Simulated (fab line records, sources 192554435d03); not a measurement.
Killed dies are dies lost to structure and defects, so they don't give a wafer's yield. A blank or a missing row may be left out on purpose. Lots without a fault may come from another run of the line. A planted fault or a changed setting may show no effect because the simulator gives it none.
fab line records | flow n5_finfet
record lots=5 wafers=14 last_day=16
route steps=1938 shown BEOL_M4@1099 BEOL_M5@1112 BEOL_M10@1491 PASSIVATION@1936
lots that met no fault: from a run of the same line without faults
start_h: hours from the record's first day to the start of the lot's first wafer shown | wait_h: hours since the lot's step before | " the same as in the row above | L1.1+2: a row that stands for several wafers | - no value, or no start given | * or withheld: withheld | < > ~ a bound
route shown NAME@n: a module of which the file shows steps, and the number in the route of the first | usual: mean/standard deviation of fault-free wafers | same: alike in all rows | chamber/n: place in a boat | sites: the reading at each site | _std_site: their standard deviation | _edge_site: outer sites' mean less inner sites' | radius_mm: how far each site lies from the wafer's centre | mask NAME#n: copy n | behind: the tool/chamber that last shaped the wafer | hold: why the lot was held/for how many hours/how that ended | device: the transistor (n, p or np) that didn't switch | end of line: the same wafers' tests at the end of the route | a step without rows: its recipe alone | killed: dies lost to structure and defects at the first sort, not the wafer's yield | map: a wafer's dies, x killed, . not, _ none there
set.NAME: the setting as run; set.NAME@STEP: as run at that earlier step | model.NAME: the simulator's own value behind a step, which no gauge read
lots at some steps of the route; a table a step, a row a wafer
services: from which hour (start_h, from the record's first day; less than 0 if before it) a tool's chamber was out of use, for how many hours, and why
## steps
# step N5_BEOL_M4_ANNEAL_95
# recipe temp_c=400 time_s=240 ambient=vacuum
# step N5_BEOL_M4_SPUTTER_96
# recipe material=Cu target_thk_a=45 temp_c=-20 chamber_pressure_pa=0.07 power_w=withheld time_s=8.29
# step N5_BEOL_M4_ECD_50
# recipe material=Cu target_thk_a=3000
# step N5_BEOL_M4_ANNEAL_51
# recipe temp_c=225 time_s=90 ambient=N2
# step N5_BEOL_M4_CMP_52
# recipe stop_on=SiOC t_overpolish_s=6.8 down_force_psi=1 platen_rpm=50 clearing_platen_down_force_psi=1.5 clearing_platen_rpm=50 post_cmp_clean=cu_alkaline target_thk_nm=40 clearing_platen_pad_velocity_m_s=0.99484 pad_velocity_m_s=0.99484
# step N5_BEOL_M4_PRE_CLEAN_60
# recipe gas=NH3/H2 time_s=15 temp_c=* rf_power_w=300
# step N5_BEOL_M4_CO_CAP_55
# recipe material=Co target_thk_a=20 temp_c=200 precursor=CCTBA/H2 pressure_torr=30 time_s=102.1
# step N5_BEOL_M4_PRE_CLEAN_56
# recipe gas=NH3 time_s=15 temp_c=withheld rf_power_w=300
# step N5_BEOL_M4_DEP_57
# recipe material=SiCN target_thk_a=80 temp_c=withheld precursor=3MS/NH3 pressure_torr=3 rf_w=202 time_s=14
# step N5_BEOL_M4_RC_MEAS_101
# usual DIBL_N=36.3/1.2 DIBL_P=36.3/1.4 IOFF_N=0.157/0.02 IOFF_P=0.22/0.033 ION_N=675/9.6 ION_P=465/8.2 SS_N=71.4/0.45 SS_P=73.3/0.54 VT_N=249.8/2.5 VT_P=-249/3.2
# columns lot.wafer tool chamber start_h wait_h DIBL_N[mV/V] DIBL_P[mV/V] IOFF_N[nA/um] IOFF_P[nA/um] ION_N[uA/um] ION_P[uA/um] SS_N[mV/dec] SS_P[mV/dec] VT_N[mV] VT_P[mV]
L450.3 prober-01 0 232.58 0.7 33.2 34.0 0.131 0.19 665 463 71.2 72.3 252.8 -248
L450.4 " 0 " " 33.6 34.4 0.138 0.19 651 457 71.0 72.2 248.5 -247
L450.6 " 0 " " 32.5 34.1 0.128 0.19 668 461 71.4 73.1 250.6 -247
L452.1 prober-01 0 263.67 0.0 35.4 35.6 0.138 0.16 668 455 70.9 73.2 249.9 -254
L452.3 " 0 " " 36.7 36.5 0.160 0.18 675 452 71.3 73.6 252.1 -256
L452.4 " 0 " " 36.8 37.3 0.164 0.19 667 452 72.4 72.5 248.0 -254
L453.2 prober-01 0 269.58 0.2 37.1 37.2 0.183 0.26 688 473 71.0 73.9 245.6 -246
L453.5 " 0 " " 36.2 36.6 0.171 0.24 686 474 70.9 73.2 247.6 -247
L453.6 " 0 " " 36.9 37.6 0.184 0.25 689 471 71.5 73.6 245.5 -246
L457.2 prober-02 0 274.16 0.2 36.7 36.3 0.167 0.20 687 466 71.1 73.6 250.2 -249
L457.3 " 0 " " 36.1 36.5 0.162 0.21 669 458 71.9 73.6 249.7 -248
L457.6 " 0 " " 35.6 35.0 0.143 0.19 670 458 71.8 73.0 249.7 -251
L456.4 prober-02 0 285.18 0.5 37.1 36.6 0.149 0.21 677 464 71.6 72.6 251.3 -247
L456.5 " 0 " " 37.3 37.6 0.155 0.22 679 464 71.1 73.7 252.0 -249
# step N5_BEOL_M5_ILD_DEP_00
# recipe material=SiCOH_lowk target_thk_a=1406.4 temp_c=300 precursor=DEMS/porogen pressure_torr=5 rf_w=500 time_s=25.9
# step N5_BEOL_M5_CURE_79
# recipe temp_c=385 time_s=240 ambient=He/Ar material=SiCOH_lowk
# step N5_BEOL_M5_PECVD_70
# recipe material=SiO2 target_thk_a=160 temp_c=400 precursor=TEOS/O2 pressure_torr=5.5 rf_w=450 teos_flow_sccm=53.8 gas=O2 flow_sccm=3000 time_s=18
# step N5_BEOL_M5_HM_DEP_02
# recipe material=TiN target_thk_a=200 temp_c=25 chamber_pressure_pa=0.49996
# step N5_BEOL_M5_COAT_59
# recipe resist=SOC temp_c=250 time_s=60 spin_rpm=1500 resist_thk_nm=60
# step N5_BEOL_M5_COAT_60
# recipe resist=SiARC temp_c=220 time_s=60 spin_rpm=1500 resist_thk_nm=12
# step N5_BEOL_M5_COAT_71
# recipe resist=underlayer temp_c=205 time_s=60 spin_rpm=1500 resist_thk_nm=5
# step N5_BEOL_M5_COAT_05
# recipe resist=CAR-EUV spin_rpm=1500 resist_thk_nm=30
# step N5_BEOL_M5_EBR_07
# recipe solvent=PGMEA ebr_width_mm=1.5
# step N5_BEOL_M5_SOFTBAKE_06
# recipe temp_c=110 time_s=60 resist=CAR-EUV
# step N5_BEOL_M5_EXPOSE_08
# recipe mask_id=M5 na=0.33 source_shape=annular sigma_inner=0.4 sigma_outer=0.8 polarization=unpolarized target_cd_nm=28 dose_mj=35.75
# step N5_BEOL_M5_PEB_09
# recipe peb_temp_c=100 peb_time_s=60 resist=CAR-EUV
# step N5_BEOL_M5_DEVELOP_10
# recipe develop_time_s=30 developer=TMAH resist=CAR-EUV rinse_liquid=surfactant_rinse dry=air_spin dev_temp_c=23
# step N5_BEOL_M5_DESCUM_16
# recipe chemistry=O2 time_s=7 source_power_w=50 bias_power_w=20 pressure_mtorr=20 rf_frequency_hz=2.712e+07 temp_c=40 resist=CAR-EUV o2_flow_sccm=225
# step N5_BEOL_M5_ETCH_72
# recipe chemistry=N2/H2 target=underlayer target_depth_a=65 mask_material=CAR-EUV time_s=5.2 ion_energy_ev=200 pressure_mtorr=30 source_w=840 bias_w=150 n2_flow_sccm=200 h2_flow_sccm=200 ends=cleared
# step N5_BEOL_M5_ETCH_61
# recipe chemistry=CF4 target=SiARC target_depth_a=156 mask_material=CAR-EUV time_s=26 ion_energy_ev=80 pressure_mtorr=40 source_w=545 bias_w=36 Ar_flow_sccm=100 cf4_flow_sccm=100 ends=cleared
# step N5_BEOL_M5_ETCH_62
# recipe chemistry=N2/H2 target=SOC target_depth_a=750 overetch_a=150 mask_material=SiARC temp_c=40 time_s=112.5 ion_energy_ev=200 pressure_mtorr=30 source_w=840 bias_w=150 n2_flow_sccm=200 h2_flow_sccm=200
# step N5_BEOL_M5_STRIP_63
# recipe chemistry=N2/H2 temp_c=40 n2_flow_sccm=200 h2_flow_sccm=200 rf_frequency_hz=6e+07
# step N5_BEOL_M5_STRIP_73
# recipe chemistry=N2/H2 temp_c=40 n2_flow_sccm=200 h2_flow_sccm=200 rf_frequency_hz=6e+07
# step N5_BEOL_M5_STRIP_64
# recipe chemistry=CF4 resist=SiARC power_w=300 bias_power_w=75 pressure_mtorr=50 cf4_flow_sccm=150 rf_frequency_hz=6e+07
# step N5_BEOL_M5_HM_OPEN_17
# recipe chemistry=Cl2/BCl3 target_depth_a=200 overetch_a=60 target=TiN mask_material=SOC ion_energy_ev=150 pressure_mtorr=10 icp_w=1000 bias_w=126 Cl2_flow_sccm=53.25 bcl3_flow_sccm=21.75 Ar_flow_sccm=25
# step N5_BEOL_M5_STRIP_19
# recipe chemistry=O2 power_w=400 temp_c=40 pressure_mtorr=30 rf_frequency_hz=6e+07 bias_power_w=0 overash_fraction=0.2 o2_flow_sccm=225
# step N5_BEOL_M5_COAT_65
# recipe resist=SOC temp_c=250 time_s=60 spin_rpm=1500 resist_thk_nm=60
# step N5_BEOL_M5_COAT_66
# recipe resist=SiARC temp_c=220 time_s=60 spin_rpm=1500 resist_thk_nm=12
# step N5_BEOL_M10_HM_OPEN_17
# recipe chemistry=Cl2/BCl3 target_depth_a=200 overetch_a=60 target=TiN mask_material=SOC ion_energy_ev=150 pressure_mtorr=10 icp_w=1000 bias_w=126 Cl2_flow_sccm=53.25 bcl3_flow_sccm=21.75 Ar_flow_sccm=25
# usual drypump_motor_current_A=5.8/0.41 oes_product_au=0.65/0.062 throttle_valve_pct=21.99/0.12
# columns lot.wafer tool chamber start_h wait_h drypump_motor_current_A oes_product_au rf_hours_counter_h throttle_valve_pct model.etch.depth_nm model.SOC_of_BEOL_M10_COAT_59.thk_nm
L450.3 rie_metal-01 0 276.48 0.1 5.7 0.74 - 21.94 20.32 92
L450.4 " 1 " " 5.3 0.64 - 21.88 20.32 92.2
L450.6 " 0 " " 5.8 0.74 - 21.91 20.36 92
L452.1 rie_metal-01 1 315.05 0.0 5.3 0.63 57 21.90 20.19 92.4
L452.3 " 1 " " 5.3 0.63 - 21.89 20.2 92.2
L452.4 " 0 " " 5.8 0.61 - 22.12 14.7 95.8
L453.2 rie_metal-03 0 321.04 0.0 6.1 0.55 102 22.32 19.83 92.4
L453.5 " 0 " " 6.1 0.55 - 22.32 19.96 92.4
L453.6 " 1 " " 5.9 0.69 - 21.99 19.95 92.2
L457.2 rie_metal-01 0 326.16 0.0 5.8 0.72 24 21.97 19.67 92
L457.3 " 0 " " 5.7 0.71 - 21.94 19.67 91.6
L457.6 " 0 " " 5.7 0.61 - 22.13 14.71 95.6
L456.4 rie_metal-01 0 332.23 0.1 5.8 0.61 - 22.14 14.64 95.6
L456.5 " 0 " " 5.8 0.71 - 21.95 19.8 92
# step N5_BEOL_M10_VIA_ETCH_34
# recipe chemistry=C4F6/O2 target=SiCOH_lowk target_depth_a=1845 mask_material=SOC taper_deg=4 time_s=69.2 ion_energy_ev=250 pressure_mtorr=30 source_w=345 bias_w=185 Ar_flow_sccm=300 C4F6_flow_sccm=10 O2_flow_sccm=10
# usual drypump_motor_current_A=5.8/0.4 oes_product_au=0.79/0.075 rf_vpp_V=667/4.3 showerhead_plenum_p_Torr=2.87/0.088 throttle_valve_pct=21.0/0.31
# columns lot.wafer tool chamber start_h wait_h drypump_motor_current_A oes_product_au rf_hours_counter_h rf_vpp_V showerhead_plenum_p_Torr throttle_valve_pct
L450.3 rie_diel-06 2 279.22 0.0 6.8 0.71 213 670 2.83 21.5
L450.4 " 3 " " 5.4 0.79 - 670 2.87 20.8
L450.6 " 2 " " 6.8 0.71 - 671 2.83 21.5
L452.1 rie_diel-01 1 317.02 0.0 5.5 0.78 155 663 2.85 20.6
L452.3 " 3 " " 6.1 0.83 51 665 2.77 20.5
L452.4 " 0 " " 5.5 0.30 81 670 2.77 21.2
L453.2 rie_diel-03 0 322.14 0.0 6.0 0.96 15 669 2.91 20.9
L453.5 " 1 " " 5.8 0.82 - 664 3.00 20.7
L453.6 " 2 " " 5.7 0.75 - 671 2.96 21.1
L457.2 rie_diel-06 0 327.04 0.0 5.8 0.71 190 663 2.83 21.0
L457.3 " 3 " " 5.4 0.79 139 671 2.86 20.8
L457.6 " 1 " " 5.8 0.29 - 660 2.74 21.1
L456.4 rie_diel-01 0 333.92 0.0 5.4 0.31 86 667 2.77 21.2
L456.5 " 1 " " 5.5 0.77 - 662 2.84 20.6
# step N5_BEOL_M10_OCD_MEAS_38
# usual trench_depth_nm=148.3/1.9
# columns lot.wafer tool chamber start_h wait_h trench_depth_nm
L450.3 ocd-02 - 279.51 - 145.9
L450.4 " - " " 150.1
L450.6 " - " " 145.5
L452.1 ocd-02 - 317.31 - 150.8
L452.3 " - " " 149.0
L452.4 " - " " -
L453.2 ocd-02 - 322.42 - 150.7
L453.5 " - " " 146.1
L453.6 " - " " 148.3
L457.2 ocd-02 - 327.33 - 148.5
L457.3 " - " " 150.7
L457.6 " - " " 0.4
L456.4 ocd-01 - 334.21 - 0
L456.5 " - " " 150.0
# step N5_BEOL_M10_CD_MEAS_35
# recipe target_cd_nm=70 polarity=opening
# usual cd_nm=70.0/0.57
# columns lot.wafer tool chamber start_h wait_h cd_nm
L450.3 cd_sem-03 - 279.66 0.0 70.3
L450.4 " - " " 69.7
L450.6 " - " " 70.4
L452.1 cd_sem-03 - 317.46 0.0 69.3
L452.3 " - " " 69.8
L452.4 " - " " -
L453.2 cd_sem-01 - 322.57 0.0 70.4
L453.5 " - " " 70.1
L453.6 " - " " 71.0
L457.2 cd_sem-03 - 327.58 0.0 70.3
L457.3 " - " " 70.5
L457.6 " - " " -
L456.4 cd_sem-03 - 334.48 0.0 -
L456.5 " - " " 69.5
# step N5_BEOL_M10_THK_MEAS_53
# recipe thk_meas_gauge=xrf reads=Cu_of_BEOL_M10_ECD_50
# usual M10_THK=141.9/2.3
# columns lot.wafer tool chamber start_h wait_h M10_THK[nm]
L450.3 film_metro-02 - 282.02 - 140.6
L450.4 " - " " 144.7
L450.6 " - " " 140.0
L452.1 film_metro-01 - 320.37 - 144.4
L452.3 " - " " 142.7
L452.4 " - " " -
L453.2 film_metro-01 - 326.56 - 143.4
L453.5 " - " " 139.9
L453.6 " - " " 142.6
L457.2 film_metro-02 - 330.70 - 139.4
L457.3 " - " " 140.9
L457.6 " - " " -
L456.4 film_metro-02 - 337.54 - -
L456.5 " - " " 143.8
# step N5_PASSIVATION_PROBE_49
# usual defect_limited_yield=91.1/1.4 killed_at_M0_to_M3=33/10 killed_at_M4_up=15/5.8 killed_at_contacts=13/5.9 killed_at_front_end=39/11 killed_at_other=4/3.6 killed_dies=105/16 killed_on_rim=13/3.7 killed_open=68/11 killed_short=34/7.8 sort_bin_5_function=5.2/0.88 sort_bin_6_memory=3.3/0.61 sort_n_pass=1075/16 sort_yield_pct=91.1/1.4
# same gross_dies=1180 killed_at_back_side=0 sort_bin_4_leakage[%]=0 sort_bin_8_speed[%]=0
# columns lot.wafer tool chamber start_h wait_h defect_limited_yield[%] killed_at_M0_to_M3 killed_at_M4_up killed_at_contacts killed_at_front_end killed_at_other killed_dies killed_on_rim killed_open killed_short sort_bin_5_function[%] sort_bin_6_memory[%] sort_n_pass sort_yield_pct[%]
L450.3 prober-02 - 328.45 0.1 92.4 21 8 12 44 5 90 13 61 25 4.4 3.2 1090 92.4
L450.4 prober-02 - 328.50 0.2 90.1 32 13 23 46 3 117 19 71 42 5.4 4.3 1063 90.1
L450.6 prober-02 - 328.60 0.3 92.1 22 20 25 22 4 93 14 63 25 4.4 3.3 1087 92.1
L452.3 prober-02 - 369.53 0.1 90.9 26 27 9 42 3 107 17 67 39 5.8 2.7 1073 90.9
L452.4 prober-02 - 369.58 0.2 0 18 1132 2 28 0 1180 152 31 22 98.6 1.4 0 0
L453.6 prober-02 - 372.01 0.3 90.5 71 14 11 14 2 112 13 82 30 5.5 3.8 1068 90.5
L457.2 prober-01 - 381.74 0.1 88.6 27 18 21 64 5 135 13 84 50 6.8 4.2 1045 88.6
L457.3 prober-01 - 381.79 0.1 90.2 33 17 11 45 10 116 16 82 30 5.4 3.6 1064 90.2
L457.6 prober-01 - 381.94 0.3 0 34 1087 12 37 10 1180 152 78 30 96.4 3.2 0 0
L456.4 prober-02 - 385.85 0.2 0 25 1083 14 58 0 1180 152 84 29 95.8 3.9 0 0
# killed by level:class
L450.3 FIN_SAQP:geometric_particle:open=13 FIN_SAQP:geometric_particle:short=11 MOL_CONTACT_COAG:geometric_particle:open=10 STI_FIN_REVEAL:geometric_particle:open=6 BEOL_M0_SAQP:geometric_particle:open=6 BEOL_M4:geometric_particle:open=6 BEOL_M3:geometric_particle:open=4 DUMMY_GATE:geometric_particle:open=3
L450.4 MOL_CONTACT_COAG:geometric_particle:open=20 STI_FIN_REVEAL:geometric_particle:open=11 FIN_SAQP:geometric_particle:short=9 DUMMY_GATE:geometric_particle:open=6 BEOL_M0_SAQP:geometric_particle:open=6 BEOL_M1:geometric_particle:open=5 BEOL_M0_SAQP:geometric_particle:short=4 DUMMY_GATE:geometric_particle:short=3
L450.6 MOL_CONTACT_COAG:geometric_particle:open=17 BEOL_M4:geometric_particle:open=10 BEOL_M0_SAQP:geometric_particle:open=8 MOL_CONTACT_COAG:geometric_particle:short=7 STI_FIN_REVEAL:geometric_particle:open=5 GATE_CUT:geometric_particle:short=3 BEOL_M0_SAQP:geometric_particle:short=3 BEOL_M3:geometric_particle:open=3
L452.3 BEOL_M4:geometric_particle:open=12 ILD0:geometric_particle:short=11 MOL_CONTACT_COAG:geometric_particle:open=7 BEOL_M0_SAQP:geometric_particle:short=7 BEOL_M0_SAQP:geometric_particle:open=7 BEOL_M3:geometric_particle:open=7 BEOL_M4:geometric_particle:short=7 STI_FIN_REVEAL:geometric_particle:open=6
L452.4 BEOL_M10:area_open=1127 STI_FIN_REVEAL:geometric_particle:open=6 FIN_SAQP:geometric_particle:open=5 BEOL_M0_SAQP:geometric_particle:short=5 STARTING-WAFER:geometric_particle:short=5 BEOL_M2:geometric_particle:open=4 STI_FIN_REVEAL:geometric_particle:short=2 BEOL_M0_SAQP:geometric_particle:open=2
L453.6 BEOL_M0_SAQP:geometric_particle:open=15 BEOL_M1:geometric_particle:open=13 BEOL_M0_SAQP:geometric_particle:short=12 BEOL_M2:geometric_particle:open=11 MOL_CONTACT_COAG:geometric_particle:open=10 BEOL_M3:geometric_particle:open=8 BEOL_M1:geometric_particle:short=6 BEOL_M4:geometric_particle:open=5
L457.2 FIN_SAQP:geometric_particle:short=17 MOL_CONTACT_COAG:geometric_particle:open=13 BEOL_M3:geometric_particle:open=10 STI_FIN_REVEAL:geometric_particle:open=10 FIN_SAQP:geometric_particle:open=9 DUMMY_GATE:geometric_particle:open=7 GATE_CUT:geometric_particle:short=7 MOL_CONTACT_COAG:geometric_particle:short=7
L457.3 FIN_SAQP:geometric_particle:open=15 FIN_SAQP:geometric_particle:short=10 BEOL_M1:geometric_particle:open=9 STI_FIN_REVEAL:geometric_particle:open=8 MOL_CONTACT_COAG:geometric_particle:open=8 BEOL_M4:geometric_particle:open=7 BEOL_M0_SAQP:geometric_particle:open=6 BEOL_M0_SAQP:geometric_particle:short=5
L457.6 BEOL_M10:area_open=1070 MOL_CONTACT_COAG:geometric_particle:open=11 BEOL_M1:geometric_particle:open=10 FIN_SAQP:geometric_particle:open=7 BEOL_M3:geometric_particle:open=7 GATE_CUT:geometric_particle:open=6 BEOL_M0_SAQP:geometric_particle:short=6 BEOL_M8:geometric_particle:open=6
L456.4 BEOL_M10:area_open=1064 STI_FIN_REVEAL:geometric_particle:open=19 MOL_CONTACT_COAG:geometric_particle:open=13 BEOL_M1:geometric_particle:open=8 GATE_CUT:geometric_particle:short=7 DUMMY_GATE:geometric_particle:open=6 STI_FIN_REVEAL:geometric_particle:short=4 BEOL_M0_SAQP:geometric_particle:open=4
# map L452.4 (x killed, . not)
_________________xxxxxxxxxxxx________________
______________xxxxxxxxxxxxxxxxxx_____________
___________xxxxxxxxxxxxxxxxxxxxxxxx__________
__________xxxxxxxxxxxxxxxxxxxxxxxxxx_________
________xxxxxxxxxxxxxxxxxxxxxxxxxxxxxx_______
_______xxxxxxxxxxxxxxxxxxxxxxxxxxxxxxxx______
______xxxxxxxxxxxxxxxxxxxxxxxxxxxxxxxxxx_____
_____xxxxxxxxxxxxxxxxxxxxxxxxxxxxxxxxxxxx____
____xxxxxxxxxxxxxxxxxxxxxxxxxxxxxxxxxxxxxx___
___xxxxxxxxxxxxxxxxxxxxxxxxxxxxxxxxxxxxxxxx__
___xxxxxxxxxxxxxxxxxxxxxxxxxxxxxxxxxxxxxxxx__
__xxxxxxxxxxxxxxxxxxxxxxxxxxxxxxxxxxxxxxxxxx_
__xxxxxxxxxxxxxxxxxxxxxxxxxxxxxxxxxxxxxxxxxx_
_xxxxxxxxxxxxxxxxxxxxxxxxxxxxxxxxxxxxxxxxxxxx
_xxxxxxxxxxxxxxxxxxxxxxxxxxxxxxxxxxxxxxxxxxxx
_xxxxxxxxxxxxxxxxxxxxxxxxxxxxxxxxxxxxxxxxxxxx
_xxxxxxxxxxxxxxxxxxxxxxxxxxxxxxxxxxxxxxxxxxxx
_xxxxxxxxxxxxxxxxxxxxxxxxxxxxxxxxxxxxxxxxxxxx
_xxxxxxxxxxxxxxxxxxxxxxxxxxxxxxxxxxxxxxxxxxxx
_xxxxxxxxxxxxxxxxxxxxxxxxxxxxxxxxxxxxxxxxxxxx
_xxxxxxxxxxxxxxxxxxxxxxxxxxxxxxxxxxxxxxxxxxxx
__xxxxxxxxxxxxxxxxxxxxxxxxxxxxxxxxxxxxxxxxxx_
__xxxxxxxxxxxxxxxxxxxxxxxxxxxxxxxxxxxxxxxxxx_
___xxxxxxxxxxxxxxxxxxxxxxxxxxxxxxxxxxxxxxxx__
___xxxxxxxxxxxxxxxxxxxxxxxxxxxxxxxxxxxxxxxx__
____xxxxxxxxxxxxxxxxxxxxxxxxxxxxxxxxxxxxxx___
_____xxxxxxxxxxxxxxxxxxxxxxxxxxxxxxxxxxxx____
______xxxxxxxxxxxxxxxxxxxxxxxxxxxxxxxxxx_____
_______xxxxxxxxxxxxxxxxxxxxxxxxxxxxxxxx______
________xxxxxxxxxxxxxxxxxxxxxxxxxxxxxx_______
__________xxxxxxxxxxxxxxxxxxxxxxxxxx_________
___________xxxxxxxxxxxxxxxxxxxxxxxx__________
______________xxxxxxxxxxxxxxxxxx_____________
_________________xxxxxxxxxxxx________________
# map L456.4 (x killed, . not)
_________________xxxxxxxxxxxx________________
______________xxxxxxxxxxxxxxxxxx_____________
___________xxxxxxxxxxxxxxxxxxxxxxxx__________
__________xxxxxxxxxxxxxxxxxxxxxxxxxx_________
________xxxxxxxxxxxxxxxxxxxxxxxxxxxxxx_______
_______xxxxxxxxxxxxxxxxxxxxxxxxxxxxxxxx______
______xxxxxxxxxxxxxxxxxxxxxxxxxxxxxxxxxx_____
_____xxxxxxxxxxxxxxxxxxxxxxxxxxxxxxxxxxxx____
____xxxxxxxxxxxxxxxxxxxxxxxxxxxxxxxxxxxxxx___
___xxxxxxxxxxxxxxxxxxxxxxxxxxxxxxxxxxxxxxxx__
___xxxxxxxxxxxxxxxxxxxxxxxxxxxxxxxxxxxxxxxx__
__xxxxxxxxxxxxxxxxxxxxxxxxxxxxxxxxxxxxxxxxxx_
__xxxxxxxxxxxxxxxxxxxxxxxxxxxxxxxxxxxxxxxxxx_
_xxxxxxxxxxxxxxxxxxxxxxxxxxxxxxxxxxxxxxxxxxxx
_xxxxxxxxxxxxxxxxxxxxxxxxxxxxxxxxxxxxxxxxxxxx
_xxxxxxxxxxxxxxxxxxxxxxxxxxxxxxxxxxxxxxxxxxxx
_xxxxxxxxxxxxxxxxxxxxxxxxxxxxxxxxxxxxxxxxxxxx
_xxxxxxxxxxxxxxxxxxxxxxxxxxxxxxxxxxxxxxxxxxxx
_xxxxxxxxxxxxxxxxxxxxxxxxxxxxxxxxxxxxxxxxxxxx
_xxxxxxxxxxxxxxxxxxxxxxxxxxxxxxxxxxxxxxxxxxxx
_xxxxxxxxxxxxxxxxxxxxxxxxxxxxxxxxxxxxxxxxxxxx
__xxxxxxxxxxxxxxxxxxxxxxxxxxxxxxxxxxxxxxxxxx_
__xxxxxxxxxxxxxxxxxxxxxxxxxxxxxxxxxxxxxxxxxx_
___xxxxxxxxxxxxxxxxxxxxxxxxxxxxxxxxxxxxxxxx__
___xxxxxxxxxxxxxxxxxxxxxxxxxxxxxxxxxxxxxxxx__
____xxxxxxxxxxxxxxxxxxxxxxxxxxxxxxxxxxxxxx___
_____xxxxxxxxxxxxxxxxxxxxxxxxxxxxxxxxxxxx____
______xxxxxxxxxxxxxxxxxxxxxxxxxxxxxxxxxx_____
_______xxxxxxxxxxxxxxxxxxxxxxxxxxxxxxxx______
________xxxxxxxxxxxxxxxxxxxxxxxxxxxxxx_______
__________xxxxxxxxxxxxxxxxxxxxxxxxxx_________
___________xxxxxxxxxxxxxxxxxxxxxxxx__________
______________xxxxxxxxxxxxxxxxxx_____________
_________________xxxxxxxxxxxx________________
## services
# columns tool chamber start_h hours kind
rie_metal-03 - 258.26 0.4 repair
rie_diel-03 0 259.40 - clean
rie_diel-03 0 259.40 - consumable_replace:focus_ring
rie_diel-03 0 259.40 20.5 scheduled_down
rie_diel-03 0 259.40 20.5 vent_cycle
rie_diel-03 - 267.25 1.6 repair
rie_diel-03 3 279.88 - clean
rie_diel-03 3 279.88 - consumable_replace:focus_ring
rie_diel-03 3 279.88 - consumable_replace:showerhead
rie_diel-03 3 279.88 20.9 scheduled_down
rie_diel-03 3 279.88 20.9 vent_cycle
rie_metal-01 0 302.31 5.3 repair
rie_diel-03 2 330.71 4.4 repair
## key
first_sign step=N5_BEOL_M10_VIA_ETCH_34 reading=oes_product_au direction=down sigmas=6.5 usual=0.79 struck=0.30
effect step=N5_BEOL_M10_OCD_MEAS_38 reading=trench_depth_nm direction=down sigmas=78 usual=148.3 struck=0.2
effect step=N5_BEOL_M10_CD_MEAS_35 reading=cd_nm direction=missing
effect step=N5_BEOL_M10_THK_MEAS_53 reading=M10_THK direction=missing
effect step=N5_PASSIVATION_PROBE_49 reading=killed_at_M4_up direction=up sigmas=99+ usual=15 struck=1101
model_effect step=N5_BEOL_M10_HM_OPEN_17 value=etch.depth_nm without=19.89 struck=14.68
more_kills_born_at N5_BEOL_M10_HM_OPEN_17@rie_metal-01=3261
met_at N5_BEOL_M10_HM_OPEN_17
struck_wafers L452.4,L456.4,L457.6
later_rows_left_out L452.4,L456.4,L457.6
onset_between 276.48 315.05
fault kind=process_parameter_drift tool=rie_metal-01 chamber=- onset_h=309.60 steps=N5_BEOL_M10_HM_OPEN_17 channel=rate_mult offset=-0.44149 shape=step end_h=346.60 scope=struck_wafers_only
# later_rows_left_out: the simulator's readings of these wafers behind a module that went badly wrong aren't trusted and aren't shown, but for the sort
